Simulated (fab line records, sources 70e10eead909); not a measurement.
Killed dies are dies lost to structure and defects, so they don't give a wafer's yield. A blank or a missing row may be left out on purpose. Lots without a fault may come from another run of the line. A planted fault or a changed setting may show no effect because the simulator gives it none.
fab line records | flow nand_harc
record lots=24 wafers=72 last_day=24
route steps=1159 shown A_WL_FILL@815 A_CONTACT@857
lots that met no fault: from a run of the same line without faults
start_h: hours from the record's first day to the start of the lot's first wafer shown | wait_h: hours since the lot's step before | " the same as in the row above | L1.1+2: a row that stands for several wafers | - no value, or no start given | * or withheld: withheld | < > ~ a bound
route shown NAME@n: a module of which the file shows steps, and the number in the route of the first | usual: mean/standard deviation of fault-free wafers | same: alike in all rows | chamber/n: place in a boat | sites: the reading at each site | _std_site: their standard deviation | _edge_site: outer sites' mean less inner sites' | radius_mm: how far each site lies from the wafer's centre | mask NAME#n: copy n | behind: the tool/chamber that last shaped the wafer | hold: why the lot was held/for how many hours/how that ended | device: the transistor (n, p or np) that didn't switch | end of line: the same wafers' tests at the end of the route | a step without rows: its recipe alone | killed: dies lost to structure and defects at the first sort, not the wafer's yield | map: a wafer's dies, x killed, . not, _ none there
set.NAME: the setting as run; set.NAME@STEP: as run at that earlier step | model.NAME: the simulator's own value behind a step, which no gauge read
steps of the route over a sample of lots; a table a step, a row a wafer
services: from which hour (start_h, from the record's first day; less than 0 if before it) a tool's chamber was out of use, for how many hours, and why
## steps
# step NHARC_A_WL_FILL_ETCHBACK_05
# recipe target_depth_a=220 time_s=60 temp_c=40 chemistry=Cl2/BCl3
# usual drypump_motor_current_A=5.4/0.33 oes_product_au=1.000/0.012
# columns lot.wafer tool chamber start_h wait_h drypump_motor_current_A oes_product_au rf_hours_counter_h
L074.1 rie_metal-02 0 339.63 0.2 4.8 0.996 4.1
L074.2 " 1 " " 5.7 0.978 3.2
L074.6 " 1 " " 5.7 0.977 -
L075.1 rie_metal-02 1 341.46 0.2 5.7 0.971 3.4
L075.2 " 0 " " 4.8 0.984 4.4
L075.6 " 1 " " 5.7 0.975 -
L077.4 rie_metal-02 1 353.40 0.1 5.7 0.987 -
L077.3 " 0 " " 4.8 0.997 -
L077.5 " 0 " " 4.8 0.992 -
L078.1 rie_metal-03 1 353.50 0.2 5.2 1.005 3.1
L078.2 " 0 " " 5.5 0.999 3.1
L078.5 " 0 " " 5.5 1.000 -
L076.1 rie_metal-01 0 356.30 0.2 5.3 1.010 0.9
L076.4 " 1 " " 5.7 1.015 -
L076.5 " 0 " " 5.3 1.006 -
L080.1 rie_metal-01 1 366.44 0.2 5.8 1.010 1.1
L080.4 " 1 " " 5.7 1.023 -
L080.6 " 1 " " 5.7 1.010 -
L079.3 rie_metal-02 0 367.73 0.2 4.8 1.000 -
L079.5 " 0 " " 4.9 0.987 -
L079.6 " 1 " " 5.7 0.982 -
L083.2 rie_metal-01 0 372.42 0.2 5.4 1.021 1.4
L083.6 " 1 " " 5.8 1.013 -
L083.5 " 0 " " 5.4 1.011 -
L082.1 rie_metal-02 0 372.42 0.2 4.8 0.992 5.6
L082.3 " 1 " " 5.7 0.988 -
L082.5 " 0 " " 4.8 0.993 -
L081.1 rie_metal-01 0 397.17 0.4 5.3 1.014 1.8
L081.2 " 0 " " 5.3 1.006 -
L081.5 " 0 " " 5.4 1.001 -
L085.1 rie_metal-02 1 401.09 0.2 5.7 0.983 0.1
L085.5 " 1 " " 5.7 0.985 -
L085.6 " 0 " " 4.9 0.970 -
L084.1 rie_metal-03 1 403.93 0.2 5.2 0.999 3.6
L084.4 " 1 " " 5.2 1.010 -
L084.5 " 1 " " 5.2 0.996 -
L086.2 rie_metal-03 0 409.94 0.2 5.5 1.003 3.9
L086.1 " 1 " " 5.2 0.995 3.9
L086.4 " 1 " " 5.2 0.998 -
L087.1 rie_metal-01 0 410.24 0.2 5.4 1.012 2.2
L087.3 " 1 " " 5.8 1.013 -
L087.5 " 0 " " 5.4 1.009 -
L088.2 rie_metal-01 1 422.07 0.2 5.8 1.003 2.0
L088.4 " 1 " " 5.8 1.006 -
L088.6 " 0 " " 5.3 1.004 -
L089.4 rie_metal-03 1 422.07 0.2 5.2 1.006 -
L089.6 " 0 " " 5.5 1.005 -
L089.5 " 1 " " 5.2 1.005 -
L090.2 rie_metal-02 1 433.62 0.2 5.7 1.004 1.1
L090.4 " 1 " " 5.7 0.999 -
L090.6 " 0 " " 4.8 0.984 -
L091.1 rie_metal-03 1 436.41 0.2 5.2 1.005 5.2
L091.3 " 1 " " 5.2 1.015 -
L091.6 " 0 " " 5.5 1.009 -
L093.2 rie_metal-03 0 439.82 0.2 5.5 0.998 5.4
L093.1 " 1 " " 5.2 1.008 5.4
L093.3 " 0 " " 5.5 0.990 -
L092.1 rie_metal-02 1 443.59 0.2 5.7 1.000 1.7
L092.3 " 0 " " 4.8 0.989 -
L092.5 " 1 " " 5.7 1.003 -
L094.4 rie_metal-03 1 448.88 0.1 5.2 1.005 -
L094.3 " 0 " " 5.5 1.008 -
L094.6 " 0 " " 5.5 1.004 -
L095.3 rie_metal-02 0 451.73 0.1 4.8 0.983 -
L095.5 " 1 " " 5.7 1.004 -
L095.6 " 0 " " 4.8 0.987 -
L097.1 rie_metal-03 0 466.30 0.2 5.5 0.990 0.1
L097.2 " 1 " " 5.2 1.012 0.1
L097.6 " 0 " " 5.5 0.990 -
L096.1 rie_metal-01 1 475.92 0.2 5.7 0.999 4.8
L096.4 " 0 " " 5.3 0.996 -
L096.6 " 0 " " 5.4 1.004 -
# step NHARC_A_WL_FILL_ETCHBACK_26
# recipe target_depth_a=520 time_s=13.3 hbr_flow_sccm=150 rf_w=350 icp_w=350 bias_w=60 chemistry=HBr
# usual drypump_motor_current_A=5.7/0.47 oes_product_au=0.996/0.011 rf_fwd_power_W=343.2/1.9 throttle_valve_pct=23.264/0.0097
# columns lot.wafer tool chamber start_h wait_h drypump_motor_current_A oes_product_au rf_fwd_power_W rf_hours_counter_h throttle_valve_pct
L074.2 rie_si-05 1 355.35 0.4 5.6 0.994 342.6 0.6 23.273
L074.1 " 2 " " 6.5 0.988 342.8 0.6 23.267
L074.6 " 1 " " 5.6 0.988 343.4 - 23.275
L075.2 rie_si-02 1 355.36 0.4 6.2 0.996 344.3 0.9 23.250
L075.1 " 2 " " 5.7 1.007 343.3 1.1 23.256
L075.6 " 0 " " 5.6 1.001 345.1 - 23.265
L077.4 rie_si-02 1 368.85 0.4 6.2 0.990 342.6 1.1 23.260
L077.3 " 2 " " 5.7 1.002 342.2 1.2 23.266
L077.5 " 1 " " 6.2 1.007 343.9 - 23.272
L078.1 rie_si-04 2 368.87 0.4 6.0 1.006 340.5 0.7 23.272
L078.2 " 0 " " 5.5 0.995 341.5 0.7 23.262
L078.5 " 0 " " 5.5 1.003 341.0 - 23.265
L076.1 rie_si-05 2 373.11 0.4 6.5 0.989 344.1 0.7 23.284
L076.4 " 1 " " 5.6 0.987 343.1 0.8 23.267
L076.5 " 3 " " 5.1 0.982 345.7 - 23.262
L079.3 rie_si-04 1 384.36 0.4 4.8 1.011 344.9 0.8 23.268
L079.6 " 1 " " 4.8 1.001 343.3 - 23.275
L079.5 " 2 " " 6.0 1.009 341.3 - 23.278
L080.1 rie_si-02 3 384.37 0.4 6.0 1.000 341.2 1.3 23.262
L080.4 " 0 " " 5.5 0.990 344.4 1.1 23.281
L080.6 " 2 " " 5.7 0.993 344.6 - 23.264
L083.2 rie_si-05 1 389.24 0.4 5.6 0.996 343.4 0.9 23.258
L083.6 " 3 " " 5.1 0.990 346.1 - 23.258
L083.5 " 0 " " 5.4 1.007 342.4 - 23.250
L082.3 rie_si-05 1 391.88 0.4 5.6 0.981 343.0 0.9 23.264
L082.1 " 3 " " 5.1 0.993 345.2 0.9 23.265
L082.5 " 0 " " 5.4 1.019 341.0 - 23.273
L081.1 rie_si-02 3 413.68 0.4 6.0 1.006 340.5 0.1 23.251
L081.2 " 0 " " 5.5 0.988 345.6 0.1 23.257
L081.5 " 3 " " 6.0 1.006 341.1 - 23.248
L085.1 rie_si-05 0 413.70 0.4 5.4 1.019 341.7 1.1 23.254
L085.5 " 1 " " 5.6 0.991 343.5 - 23.278
L085.6 " 2 " " 6.5 0.996 344.0 - 23.274
L084.1 rie_si-02 0 419.87 0.4 5.5 0.981 346.9 0.2 23.270
L084.4 " 3 " " 6.0 0.995 340.2 - 23.271
L084.5 " 0 " " 5.6 0.983 345.5 - 23.250
L087.1 rie_si-02 0 427.16 0.4 5.6 0.975 345.5 0.2 23.248
L087.3 " 1 " " 6.2 0.982 344.2 0 23.270
L087.5 " 0 " " 5.6 0.991 346.2 - 23.256
L086.4 rie_si-04 0 429.70 0.4 5.6 1.004 341.7 1.1 23.262
L086.1 " 1 " " 4.8 1.000 341.9 1.3 23.263
L086.2 " 3 " " 5.5 0.992 340.6 1.1 23.258
L089.4 rie_si-02 1 438.11 0.4 6.2 0.977 344.7 0.1 23.268
L089.6 " 3 " " 6.0 0.986 339.8 - 23.236
L089.5 " 0 " " 5.6 0.980 347.5 - 23.269
L088.4 rie_si-05 2 441.02 0.4 6.6 0.987 345.0 0.1 23.261
L088.2 " 1 " " 5.6 1.001 343.4 0.1 23.274
L088.6 " 3 " " 5.1 0.998 345.8 - 23.271
L091.3 rie_si-04 1 449.05 0.4 4.8 1.005 340.9 1.6 23.251
L091.1 " 2 " " 6.0 1.005 342.8 1.5 23.263
L091.6 " 1 " " 4.8 1.009 341.8 - 23.273
L090.2 rie_si-05 3 449.06 0.4 5.1 0.986 346.1 0.2 23.266
L090.4 " 1 " " 5.6 0.992 343.2 0.2 23.260
L090.6 " 3 " " 5.1 0.978 345.4 - 23.282
L093.2 rie_si-05 1 455.50 0.4 5.6 1.005 341.7 0.2 23.259
L093.3 " 3 " " 5.1 0.989 345.3 0.3 23.261
L093.1 " 0 " " 5.4 1.007 341.8 0.3 23.280
L092.3 rie_si-02 0 461.32 0.4 5.5 0.981 346.3 0.5 23.257
L092.1 " 1 " " 6.2 0.991 343.7 0.3 23.254
L092.5 " 3 " " 6.0 1.001 339.5 - 23.283
L094.4 rie_si-04 2 464.26 0.4 6.0 1.000 341.2 0 23.255
L094.3 " 3 " " 5.5 0.991 341.8 0 23.256
L094.6 " 1 " " 4.8 0.995 342.3 - 23.259
L095.3 rie_si-05 0 464.28 0.4 5.4 1.012 340.6 0.3 23.267
L095.6 " 2 " " 6.5 0.979 344.1 - 23.254
L095.5 " 3 " " 5.1 0.989 346.9 - 23.276
L097.2 rie_si-02 0 481.93 0.4 5.5 0.973 345.2 0.8 23.270
L097.1 " 1 " " 6.2 0.988 342.2 0.5 23.269
L097.6 " 0 " " 5.5 0.980 346.1 - 23.273
L096.1 rie_si-02 2 491.29 0.4 5.7 1.014 344.8 0.7 23.267
L096.4 " 3 " " 6.0 1.013 338.9 0.8 23.275
L096.6 " 0 " " 5.6 0.992 346.1 - 23.250
# step NHARC_A_WL_FILL_INSPECT_15
# usual raw_defect_count=427/130
# columns lot.wafer tool chamber start_h wait_h raw_defect_count
L075.1 defect_inspect-01 - 363.40 0.0 398
L075.2 " - " " 481
L075.6 " - " " 727
L074.1 defect_inspect-02 - 365.37 0.0 303
L074.2 " - " " 420
L074.6 " - " " 377
L077.3 defect_inspect-01 - 377.18 0.0 321
L077.4 " - " " 412
L077.5 " - " " 338
L078.1 defect_inspect-01 - 377.28 0.1 369
L078.2 " - " " 311
L078.5 " - " " 398
L076.1 defect_inspect-01 - 382.67 0.0 228
L076.4 " - " " 336
L076.5 " - " " 368
L080.1 defect_inspect-02 - 390.26 0.0 439
L080.4 " - " " 549
L080.6 " - " " 387
L079.3 defect_inspect-01 - 394.65 0.0 435
L079.5 " - " " 395
L079.6 " - " " 448
L083.2 defect_inspect-01 - 402.15 0.0 725
L083.5 " - " " 746
L083.6 " - " " 684
L082.1 defect_inspect-02 - 406.47 0.0 359
L082.3 " - " " 359
L082.5 " - " " 456
L085.1 defect_inspect-01 - 419.71 0.0 444
L085.5 " - " " 803
L085.6 " - " " 308
L081.1 defect_inspect-01 - 419.72 0.0 299
L081.2 " - " " 358
L081.5 " - " " 265
L084.1 defect_inspect-01 - 428.16 0.0 387
L084.4 " - " " 474
L084.5 " - " " 471
L087.1 defect_inspect-02 - 433.18 0.0 346
L087.3 " - " " 427
L087.5 " - " " 354
L086.1 defect_inspect-01 - 437.50 0.0 313
L086.2 " - " " 379
L086.4 " - " " 262
L089.4 defect_inspect-01 - 445.33 0.0 245
L089.5 " - " " 362
L089.6 " - " " 336
L088.2 defect_inspect-02 - 452.70 0.0 437
L088.4 " - " " 247
L088.6 " - " " 444
L090.2 defect_inspect-01 - 457.79 0.0 303
L090.4 " - " " 364
L090.6 " - " " 632
L091.1 defect_inspect-02 - 458.04 0.0 372
L091.3 " - " " 359
L091.6 " - " " 326
L093.1 defect_inspect-02 - 463.30 0.0 682
L093.2 " - " " 422
L093.3 " - " " 543
L092.1 defect_inspect-01 - 467.59 0.0 615
L092.3 " - " " 655
L092.5 " - " " 926
L095.3 defect_inspect-02 - 471.02 0.0 251
L095.5 " - " " 362
L095.6 " - " " 463
L094.3 defect_inspect-02 - 471.95 0.0 436
L094.4 " - " " 361
L094.6 " - " " 494
L097.1 defect_inspect-02 - 488.67 0.0 474
L097.2 " - " " 388
L097.6 " - " " 769
L096.1 defect_inspect-01 - 497.89 0.0 311
L096.4 " - " " 370
L096.6 " - " " 444
# step NHARC_A_CONTACT_DESCUM_47
# recipe time_s=3 o2_flow_sccm=200 ar_flow_sccm=0 bias_power_w=0 chemistry=O2
# usual drypump_motor_current_A=5.7/0.44 oes_product_au=0.999/0.0095 rf_vpp_V=57.6/0.88 showerhead_plenum_p_Torr=1.88/0.067 throttle_valve_pct=11.311/0.0086
# columns lot.wafer tool chamber start_h wait_h drypump_motor_current_A oes_product_au rf_hours_counter_h rf_vpp_V showerhead_plenum_p_Torr throttle_valve_pct
L075.2 rie_diel-03 1 368.16 0.1 5.7 0.995 29 57.7 1.95 11.312
L075.1 " 2 " " 5.3 1.008 26 59.1 1.80 11.319
L075.6 " 1 " " 5.7 0.991 - 55.8 1.95 11.306
L074.1 rie_diel-03 3 370.33 0.1 5.6 1.006 31 57.6 1.78 11.311
L074.2 " 2 " " 5.3 1.007 27 56.4 1.81 11.308
L074.6 " 0 " " 6.2 0.997 - 57.1 1.84 11.315
L077.3 rie_diel-06 1 382.03 0.1 5.8 0.978 48 57.8 1.97 11.322
L077.5 " 3 " " 6.1 1.005 - 58.8 1.99 11.293
L077.4 " 1 " " 5.9 0.981 - 56.9 1.97 11.307
L078.2 rie_diel-06 0 382.25 0.1 5.2 1.010 48 57.1 1.87 11.307
L078.1 " 3 " " 6.1 1.006 46 56.6 1.99 11.317
L078.5 " 0 " " 5.3 0.995 - 57.1 1.87 11.316
L076.1 rie_diel-03 3 387.07 0.1 5.6 1.009 36 55.8 1.78 11.305
L076.4 " 0 " " 6.3 0.995 36 58.1 1.84 11.317
L076.5 " 0 " " 6.3 0.987 - 58.4 1.84 11.305
L080.4 rie_diel-12 0 394.20 0.1 5.8 0.995 2 56.5 1.90 11.325
L080.1 " 1 " " 6.0 0.987 2 57.7 1.97 11.315
L080.6 " 2 " " 5.4 1.008 - 58.1 1.90 11.312
L079.3 rie_diel-12 2 399.60 0.1 5.5 1.000 5 57.6 1.90 11.310
L079.6 " 3 " " 4.7 1.003 - 57.4 1.85 11.319
L079.5 " 0 " " 5.8 0.992 - 58.1 1.89 11.313
L083.2 rie_diel-12 2 405.99 0.1 5.4 1.000 7 57.9 1.90 11.308
L083.6 " 0 " " 5.8 0.998 - 58.4 1.89 11.306
L083.5 " 1 " " 6.0 0.975 - 58.6 1.97 11.313
L082.1 rie_diel-12 3 411.68 0.1 4.7 0.995 10 56.5 1.84 11.314
L082.3 " 1 " " 6.0 0.984 9 56.0 1.97 11.311
L082.5 " 3 " " 4.8 1.005 - 55.7 1.84 11.305
L085.1 rie_diel-03 0 424.05 0.1 6.3 0.987 4 57.9 1.84 11.312
L085.5 " 3 " " 5.6 1.002 - 57.8 1.78 11.312
L085.6 " 0 " " 6.3 0.989 - 56.4 1.84 11.329
L081.2 rie_diel-03 0 425.13 0.1 6.3 0.992 4 59.0 1.84 11.320
L081.1 " 3 " " 5.6 0.999 4 57.4 1.77 11.316
L081.5 " 0 " " 6.3 0.990 - 58.9 1.84 11.308
L084.4 rie_diel-03 1 432.76 0.1 5.7 0.995 6 57.8 1.94 11.313
L084.1 " 0 " " 6.3 0.992 6 57.6 1.84 11.319
L084.5 " 1 " " 5.7 0.998 - 58.3 1.94 11.316
L087.3 rie_diel-06 1 438.86 0.1 5.8 0.992 3 59.2 1.96 11.306
L087.1 " 2 " " 6.2 1.012 3 58.3 1.94 11.306
L087.5 " 1 " " 5.8 0.993 - 59.1 1.96 11.312
L086.1 rie_diel-03 0 441.32 0.1 6.3 0.998 9 57.5 1.84 11.309
L086.4 " 1 " " 5.7 0.990 9 56.6 1.94 11.316
L086.2 " 2 " " 5.3 1.010 7 58.1 1.80 11.323
L089.4 rie_diel-03 2 449.91 0.1 5.4 1.000 9 56.4 1.80 11.297
L089.6 " 3 " " 5.6 1.003 - 56.0 1.77 11.311
L089.5 " 0 " " 6.3 1.000 - 56.9 1.84 11.320
L088.2 rie_diel-03 1 456.36 0.1 5.7 0.993 12 56.9 1.94 11.310
L088.4 " 2 " " 5.3 0.998 11 56.6 1.80 11.297
L088.6 " 1 " " 5.7 0.991 - 58.3 1.94 11.303
L090.2 rie_diel-03 3 461.59 0.1 5.6 1.016 14 57.7 1.77 11.305
L090.4 " 0 " " 6.3 0.989 13 59.1 1.84 11.294
L090.6 " 3 " " 5.6 1.006 - 58.2 1.77 11.312
L091.3 rie_diel-06 3 462.29 0.1 6.1 1.009 11 59.0 1.98 11.322
L091.1 " 0 " " 5.2 0.997 11 58.6 1.86 11.306
L091.6 " 2 " " 6.1 1.014 - 57.0 1.94 11.304
L093.3 rie_diel-03 2 467.02 0.1 5.3 1.000 14 55.6 1.80 11.310
L093.1 " 3 " " 5.6 1.011 15 57.2 1.77 11.282
L093.2 " 0 " " 6.3 1.004 14 57.2 1.84 11.303
L092.1 rie_diel-12 2 471.46 0.1 5.4 1.008 26 57.2 1.89 11.307
L092.3 " 3 " " 4.7 1.021 31 57.2 1.84 11.301
L092.5 " 2 " " 5.4 1.008 - 58.1 1.89 11.320
L095.3 rie_diel-06 2 476.91 0.1 6.1 1.010 18 58.4 1.93 11.318
L095.5 " 3 " " 6.1 0.999 - 58.0 1.98 11.296
L095.6 " 0 " " 5.2 0.998 - 58.6 1.86 11.314
L094.3 rie_diel-12 3 479.10 0.1 4.7 1.009 36 57.5 1.84 11.323
L094.4 " 0 " " 5.8 1.003 - 57.7 1.89 11.301
L094.6 " 2 " " 5.5 1.013 - 58.3 1.89 11.320
L097.2 rie_diel-12 1 495.91 0.1 6.0 0.989 40 58.0 1.96 11.308
L097.1 " 3 " " 4.7 1.020 41 57.1 1.84 11.319
L097.6 " 1 " " 6.0 0.987 - 58.6 1.96 11.317
L096.1 rie_diel-12 2 502.06 0.1 5.5 1.006 40 58.7 1.89 11.318
L096.4 " 0 " " 5.8 0.999 40 57.8 1.88 11.311
L096.6 " 2 " " 5.5 1.001 - 56.4 1.89 11.292
# step NHARC_A_CONTACT_ETCH_49
# recipe target_depth_a=2600 over_etch_frac=0.3 time_s=475.3 ion_energy_ev=200 n2_flow_sccm=150 h2_flow_sccm=150 ar_flow_sccm=0 rf_w=400 bias_w=150 chemistry=N2/H2
# usual drypump_motor_current_A=5.6/0.43 h2_flow_sccm=149.9/0.45 oes_product_au=0.998/0.0092 rf_fwd_power_W=399.4/1.2 rf_vpp_V=429.3/2.2 showerhead_plenum_p_Torr=2.00/0.074 throttle_valve_pct=14.171/0.0091
# columns lot.wafer tool chamber start_h wait_h drypump_motor_current_A h2_flow_sccm oes_product_au rf_fwd_power_W rf_hours_counter_h rf_vpp_V showerhead_plenum_p_Torr throttle_valve_pct
L075.2 rie_diel-03 0 - - 6.3 149.9 1.002 397.9 30 426.8 1.96 14.169
L075.1 " 3 " " 5.6 150.8 0.996 400.3 31 426.3 1.89 14.162
L075.6 " 1 " " 5.7 150.4 0.986 400.5 - 431.2 2.08 14.169
L074.1 rie_diel-03 0 - - 6.3 149.4 0.990 398.8 31 430.4 1.96 14.178
L074.2 " 2 " " 5.3 150.0 1.014 401.1 27 427.2 1.92 14.190
L074.6 " 3 " " 5.6 149.3 1.001 397.5 - 426.9 1.89 14.162
L077.3 rie_diel-06 3 - - 6.1 149.6 1.006 396.5 46 431.8 2.12 14.171
L077.4 " 0 " " 5.2 150.8 0.993 397.9 - 428.6 1.99 14.163
L077.5 " 3 " " 6.1 150.2 0.988 398.1 - 433.9 2.12 14.166
L078.1 rie_diel-06 1 - - 5.8 150.1 0.980 400.0 49 432.5 2.10 14.182
L078.2 " 3 " " 6.1 150.1 1.006 397.3 47 433.4 2.12 14.177
L078.5 " 0 " " 5.2 150.2 1.000 399.0 - 428.7 1.99 14.178
L076.4 rie_diel-03 1 - - 5.7 150.3 1.004 400.4 32 431.1 2.08 14.175
L076.1 " 0 " " 6.3 150.2 1.004 397.3 36 428.8 1.96 14.163
L076.5 " 1 " " 5.7 149.9 0.989 398.3 - 433.2 2.08 14.166
L080.4 rie_diel-12 2 - - 5.4 150.0 1.006 400.7 3 430.9 2.03 14.182
L080.1 " 0 " " 5.9 149.7 1.001 398.9 2 430.1 2.02 14.186
L080.6 " 3 " " 4.7 150.1 1.003 399.2 - 428.5 1.97 14.161
L079.3 rie_diel-12 2 - - 5.4 150.2 1.006 399.1 5 430.7 2.02 14.159
L079.6 " 0 " " 5.9 150.7 0.995 401.3 - 429.8 2.02 14.176
L079.5 " 1 " " 6.0 150.3 0.981 399.8 - 431.5 2.11 14.173
L083.2 rie_diel-12 1 - - 6.0 149.3 0.983 397.3 7 431.1 2.11 14.158
L083.6 " 1 " " 6.0 149.4 0.982 398.6 - 432.7 2.11 14.188
L083.5 " 2 " " 5.5 150.0 0.999 400.8 - 430.5 2.02 14.195
L082.3 rie_diel-12 3 - - 4.7 149.6 1.007 399.0 10 428.0 1.96 14.175
L082.1 " 1 " " 6.0 150.2 0.978 399.2 9 432.6 2.10 14.170
L082.5 " 3 " " 4.7 150.0 1.003 399.4 - 429.5 1.96 14.182
L085.1 rie_diel-03 1 - - 5.7 149.3 0.995 397.6 4 430.6 2.07 14.147
L085.5 " 0 " " 6.3 150.8 0.991 398.6 - 428.0 1.96 14.178
L085.6 " 1 " " 5.7 149.6 0.997 399.3 - 431.9 2.08 14.170
L081.2 rie_diel-03 1 - - 5.7 149.7 0.989 398.2 4 430.9 2.07 14.153
L081.1 " 2 " " 5.3 150.0 1.014 399.1 3 426.7 1.92 14.170
L081.5 " 0 " " 6.3 149.2 0.982 399.9 - 428.1 1.96 14.149
L084.1 rie_diel-03 3 - - 5.6 150.0 1.006 400.5 6 425.5 1.89 14.165
L084.4 " 0 " " 6.3 149.9 0.985 397.8 6 427.0 1.96 14.186
L084.5 " 0 " " 6.3 150.4 0.992 397.6 - 429.0 1.96 14.180
L087.1 rie_diel-06 3 - - 6.1 150.4 0.997 398.5 4 432.2 2.11 14.163
L087.3 " 0 " " 5.2 149.4 0.990 398.7 4 429.5 1.98 14.173
L087.5 " 0 " " 5.2 149.9 0.991 400.6 - 428.6 1.98 14.165
L086.2 rie_diel-03 2 - - 5.3 149.1 1.001 400.4 7 426.4 1.92 14.165
L086.4 " 3 " " 5.6 149.6 1.013 400.1 9 426.3 1.89 14.168
L086.1 " 0 " " 6.3 149.2 1.006 398.5 9 429.1 1.96 14.174
L089.4 rie_diel-03 3 - - 5.6 150.0 1.002 400.6 11 427.5 1.89 14.167
L089.6 " 2 " " 5.3 150.3 1.009 397.9 - 426.6 1.92 14.165
L089.5 " 3 " " 5.6 150.0 0.995 401.5 - 425.6 1.89 14.170
L088.2 rie_diel-03 2 - - 5.3 149.9 1.002 400.3 11 427.4 1.92 14.156
L088.4 " 1 " " 5.7 150.6 1.000 401.2 12 432.0 2.07 14.181
L088.6 " 2 " " 5.3 150.2 0.999 399.3 - 427.0 1.92 14.171
L090.4 rie_diel-03 0 - - 6.3 149.8 0.990 399.5 13 428.2 1.96 14.155
L090.2 " 2 " " 5.3 150.0 1.010 400.3 13 427.0 1.91 14.173
L090.6 " 1 " " 5.7 149.5 0.986 399.7 - 431.4 2.07 14.164
L091.3 rie_diel-06 0 - - 5.2 150.2 1.000 400.0 11 430.0 1.98 14.169
L091.1 " 2 " " 6.1 149.5 1.012 400.1 9 431.8 2.07 14.163
L091.6 " 0 " " 5.2 150.8 0.998 399.7 - 428.3 1.98 14.167
L093.1 rie_diel-03 2 - - 5.3 149.7 1.005 401.4 14 426.7 1.91 14.163
L093.3 " 3 " " 5.6 149.9 1.006 399.5 15 425.8 1.88 14.166
L093.2 " 0 " " 6.3 149.8 1.003 400.4 14 428.7 1.96 14.172
L092.3 rie_diel-12 3 - - 4.7 150.1 0.993 401.3 31 428.3 1.96 14.167
L092.1 " 1 " " 6.0 150.2 0.980 397.3 32 431.3 2.10 14.161
L092.5 " 2 " " 5.4 148.8 1.001 399.1 - 428.8 2.02 14.172
L095.3 rie_diel-06 2 - - 6.1 150.1 1.009 399.1 18 433.4 2.06 14.162
L095.5 " 0 " " 5.2 150.4 1.005 400.5 - 428.8 1.98 14.173
L095.6 " 1 " " 5.8 150.2 0.982 399.8 - 431.9 2.09 14.174
L094.3 rie_diel-12 0 - - 5.8 149.8 0.997 401.4 32 430.7 2.01 14.172
L094.4 " 0 " " 5.8 149.8 1.001 401.8 - 429.9 2.01 14.174
L094.6 " 2 " " 5.4 149.6 0.997 400.9 - 429.4 2.02 14.179
L097.1 rie_diel-12 0 - - 5.8 150.0 1.000 398.7 37 429.3 2.01 14.174
L097.2 " 1 " " 6.0 150.3 0.994 400.8 40 432.2 2.09 14.184
L097.6 " 2 " " 5.4 149.6 1.001 399.6 - 429.7 2.01 14.168
L096.1 rie_diel-12 3 - - 4.7 150.2 1.017 398.8 44 426.7 1.95 14.169
L096.4 " 0 " " 5.8 149.8 1.007 401.0 40 429.9 2.01 14.184
L096.6 " 1 " " 6.0 149.7 0.982 398.1 - 431.3 2.09 14.183
# step NHARC_A_CONTACT_ETCH_120
# recipe source_w=withheld pressure_mtorr=20 bias_v=3000 time_s=94 target_depth_a=9220 ar_flow_sccm=withheld c4f8_flow_sccm=withheld o2_flow_sccm=withheld chemistry=C4F8/O2/Ar
# columns lot.wafer tool chamber start_h wait_h rf_hours_counter_h
L075.1 har_cap_etch-02 1 370.48 0.1 7
L075.2 " 0 " " 7
L075.6 " 1 " " -
L074.2 har_cap_etch-01 0 372.76 0.1 59
L074.1 " 1 " " 59
L074.6 " 0 " " -
L077.4 har_cap_etch-03 1 384.99 0.1 -
L077.3 " 0 " " -
L077.5 " 0 " " -
L078.2 har_cap_etch-01 0 386.10 0.1 62
L078.1 " 1 " " 62
L078.5 " 1 " " -
L076.1 har_cap_etch-03 1 389.29 0.1 84
L076.4 " 1 " " -
L076.5 " 1 " " -
L080.1 har_cap_etch-03 1 396.91 0.1 85
L080.4 " 0 " " -
L080.6 " 1 " " -
L079.3 har_cap_etch-02 1 401.94 0.1 -
L079.5 " 1 " " -
L079.6 " 0 " " -
L083.2 har_cap_etch-02 1 408.31 0.1 16
L083.5 " 0 " " -
L083.6 " 1 " " -
L082.1 har_cap_etch-02 1 413.91 0.1 17
L082.3 " 1 " " -
L082.5 " 1 " " -
L085.1 har_cap_etch-01 1 426.32 0.1 69
L085.6 " 0 " " -
L085.5 " 1 " " -
L081.1 har_cap_etch-03 0 427.68 0.1 91
L081.2 " 1 " " 91
L081.5 " 1 " " -
L084.1 har_cap_etch-03 0 435.02 0.1 92
L084.4 " 1 " " -
L084.5 " 0 " " -
L087.1 har_cap_etch-03 0 441.05 0.1 93
L087.3 " 1 " " -
L087.5 " 0 " " -
L086.2 har_cap_etch-03 0 443.57 0.1 94
L086.1 " 1 " " 94
L086.4 " 0 " " -
L089.4 har_cap_etch-01 1 452.87 0.1 -
L089.6 " 1 " " -
L089.5 " 0 " " -
L088.2 har_cap_etch-01 0 458.86 0.1 75
L088.4 " 1 " " -
L088.6 " 0 " " -
L090.2 har_cap_etch-03 1 463.79 0.1 98
L090.4 " 0 " " -
L090.6 " 0 " " -
L091.1 har_cap_etch-01 1 466.19 0.1 76
L091.3 " 1 " " -
L091.6 " 0 " " -
L093.1 har_cap_etch-02 1 469.20 0.1 26
L093.2 " 0 " " 26
L093.3 " 1 " " -
L092.1 har_cap_etch-03 0 474.09 0.1 100
L092.3 " 1 " " -
L092.5 " 0 " " -
L095.3 har_cap_etch-03 1 479.45 0.1 -
L095.6 " 0 " " -
L095.5 " 1 " " -
L094.4 har_cap_etch-03 1 483.13 0.1 -
L094.3 " 0 " " -
L094.6 " 1 " " -
L097.1 har_cap_etch-02 1 498.10 0.1 32
L097.2 " 0 " " 32
L097.6 " 0 " " -
L096.1 har_cap_etch-01 0 504.31 0.1 83
L096.4 " 1 " " -
L096.6 " 1 " " -
## services
# columns tool chamber start_h hours kind
rie_metal-01 - 332.00 9.0 pm
rie_si-04 3 362.71 7.7 repair
har_cap_etch-03 - 362.89 0.4 repair
rie_diel-12 2 373.74 7.6 repair
rie_diel-12 - 379.46 9.0 pm
rie_diel-06 2 381.35 7.2 repair
rie_metal-02 - 388.00 9.0 pm
rie_si-02 - 388.00 9.0 pm
rie_diel-03 - 392.33 9.0 pm
rie_metal-01 1 393.81 8.0 repair
rie_si-02 3 400.92 1.4 repair
rie_metal-01 - 403.81 1.5 repair
rie_diel-06 3 412.97 5.3 repair
rie_diel-06 0 415.46 5.6 repair
rie_si-05 - 416.00 9.0 pm
rie_diel-06 - 418.30 9.0 pm
rie_si-04 0 418.53 3.5 repair
rie_diel-12 2 429.66 12.4 repair
rie_metal-01 0 438.14 19.9 repair
rie_metal-03 - 453.00 9.0 pm
rie_diel-03 - 458.90 0.2 repair
rie_diel-12 0 470.14 6.4 repair
rie_diel-12 1 473.86 5.9 repair
rie_si-02 0 493.35 12.2 repair
## key
fault none
